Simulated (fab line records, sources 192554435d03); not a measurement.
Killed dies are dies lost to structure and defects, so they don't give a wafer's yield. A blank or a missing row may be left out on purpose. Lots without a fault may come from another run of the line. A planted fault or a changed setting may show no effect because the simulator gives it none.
A struck lot beside a sound one | flow n5_finfet | 18 steps out of a route of 1938
Sound: wafers L708.2, L708.4, L708.5. Struck: wafer L704.1. (L704.6 of the same lot was not struck and is left out.) The cause comes at the end.
At each step with rows: each side's tool, then ch and its chambers, then its first start. Under that, the readings that differ: sound wafers | struck wafers | difference of the means | sigmas: that difference in standard deviations of wafers without a fault.
alike: readings whose means differ by less than 2 such deviations, and words and numbers that are the same on both sides. not compared: withheld readings, readings that some wafer has no value for, bounds like >300 that may hide the same value, and numbers for which the record gives no deviation and whose values overlap.
The two part at a step that has a row with sigmas, a row that says differs or no value, or rows on one side only. Numbers that don't overlap but have no deviation are shown without sigmas and don't part them. A reading that every wafer of one side lacks parts them only if that side has two wafers or more.

first, 5 steps without rows for these wafers: N5_SD_EPI_N_EBR_05; N5_SD_EPI_N_SOFTBAKE_04 (time 60 s); N5_SD_EPI_N_EXPOSE_06 (exposes mask SD N BLK, target cd 120 nm); N5_SD_EPI_N_PEB_07 (peb time 60 s); N5_SD_EPI_N_DEVELOP_08 (develop time 30 s).
N5_SD_EPI_N_CD_MEAS_09: target cd 120 nm.
  sound on cd_sem-01 ch 0, day 7 18:51; struck on cd_sem-01 ch 0, day 6 17:40
  alike: cd_nm
N5_SD_EPI_N_OVL_MEAS_10:
  sound on overlay-01 ch 0, day 7 18:53; struck on overlay-01 ch 0, day 6 17:42
  alike: SD_N_BLK_OVL
N5_SD_EPI_N_INSPECT_11: inspects for defects (macro).
  sound on defect_inspect-01, day 7 18:54; struck on defect_inspect-01, day 6 17:44
  alike: raw_defect_count
N5_SD_EPI_N_DESCUM_14: chemistry O2, time 7.9 s.
  sound on rie_diel-02 ch 0,1,2, day 7 19:01; struck on rie_diel-01 ch 3, day 6 17:46
  reading                | sound             | struck | difference | sigmas
  throttle_valve_pct (%) | 20.39 20.87 20.62 | 20.22  | -0.41      | -2
  alike: drypump_motor_current_A, oes_product_au, rf_vpp_V, showerhead_plenum_p_Torr
  not compared: rf_hours_counter_h
N5_SD_EPI_N_ETCH_34: etches SiARC in CF4, target depth 45.5 nm, time 75.8 s.
  sound on rie_diel-02 ch 0,1,2, day 7 19:03; struck on rie_diel-01 ch 3, day 6 17:48
  reading                | sound               | struck | difference | sigmas
  mfc_ar_sccm (sccm)     | 100.04 100.05 99.51 | 100.55 | +0.68      | +3
  throttle_valve_pct (%) | 15.53 16.04 15.78   | 15.38  | -0.40      | -2
  alike: drypump_motor_current_A, etch_rf_on_time_s, oes_product_au, rf_vpp_V, showerhead_plenum_p_Torr
  not compared: rf_hours_counter_h
N5_SD_EPI_N_ETCH_35: etches SOC in N2/H2, overetch 108 nm, time 486 s.
  sound on rie_diel-02 ch 0,1,2, day 7 19:07; struck on rie_diel-01 ch 3, day 6 17:51
  reading                | sound             | struck | difference | sigmas
  throttle_valve_pct (%) | 23.62 24.36 23.95 | 23.51  | -0.47      | -2
  alike: drypump_motor_current_A, oes_product_au, rf_vpp_V, showerhead_plenum_p_Torr
  not compared: rf_hours_counter_h
then, 1 step without rows for these wafers: N5_SD_EPI_N_STRIP_36 (strips in N2/H2).
N5_SD_EPI_N_ETCHBACK_44: etches SiNx in CH3F/O2, stops on SiO2, target depth 14.5 nm.
  sound on rie_diel-02 ch 0,1,2, day 7 19:26; struck on rie_diel-01 ch 3, day 6 18:11
  reading                                     | sound             | struck | difference | sigmas
  throttle_valve_pct (%)                      | 16.30 16.74 16.55 | 16.12  | -0.41      | -2
  model.SiARC_of_SD_EPI_N_COAT_33.thk_nm (nm) | 16 15.8 16        | 14.2   | -1.7       |
  alike: drypump_motor_current_A, mfc_ar_sccm, oes_product_au, rf_vpp_V, showerhead_plenum_p_Torr
  not compared: rf_hours_counter_h
N5_SD_EPI_N_ETCH_45: etches SiOCN in CH3F/O2, target depth 6 nm.
  sound on rie_diel-02 ch 0,1,2, day 7 19:32; struck on rie_diel-01 ch 3, day 6 18:17
  reading                | sound             | struck | difference | sigmas
  throttle_valve_pct (%) | 23.24 23.65 23.55 | 23.12  | -0.36      | -2
  alike: drypump_motor_current_A, mfc_ar_sccm, oes_product_au, rf_vpp_V, showerhead_plenum_p_Torr
  not compared: rf_hours_counter_h
N5_SD_EPI_N_ETCH_16: etches SiO2 in CHF3/O2, target depth 5 nm.
  sound on rie_diel-02 ch 0,1,2, day 7 19:38; struck on rie_diel-01 ch 3, day 6 18:23
  reading                                     | sound             | struck | difference | sigmas
  throttle_valve_pct (%)                      | 18.81 19.27 19.12 | 18.67  | -0.40      | -2
  model.SiARC_of_SD_EPI_N_COAT_33.thk_nm (nm) | 12.4 12.4 12.4    | 10.6   | -1.8       |
  alike: drypump_motor_current_A, mfc_ar_sccm, oes_product_au, rf_vpp_V, showerhead_plenum_p_Torr
  not compared: rf_hours_counter_h
then, 1 step without rows for these wafers: N5_SD_EPI_N_STRIP_47 (strips in CHF3/O2).
-- the record jumps here: 5 days lie between the struck wafers' starts before and after (it left off in module SD_EPI_N and takes up again in module BEOL_M4, whose first step shown is number 1111 of the route) --
N5_BEOL_M4_RC_MEAS_101:
  sound on prober-02 ch 0, day 12 21:04; struck on prober-01 ch 0, day 12 01:20
  reading        | sound             | struck | difference | sigmas
  IOFF_N (nA/um) | 0.171 0.147 0.136 | 0.191  | +0.040     | +2
  ION_N (uA/um)  | 679 673 675       | 700    | +24        | +3
  alike: DIBL_N, DIBL_P, IOFF_P, ION_P, SS_N, SS_P, VT_N, VT_P
then, 1 step without rows for these wafers: N5_PASSIVATION_PROBE_49.

WHERE THEY PART
First at N5_SD_EPI_N_DESCUM_14; last, within this record, at N5_BEOL_M4_RC_MEAS_101.

WHY: what the simulator had put in
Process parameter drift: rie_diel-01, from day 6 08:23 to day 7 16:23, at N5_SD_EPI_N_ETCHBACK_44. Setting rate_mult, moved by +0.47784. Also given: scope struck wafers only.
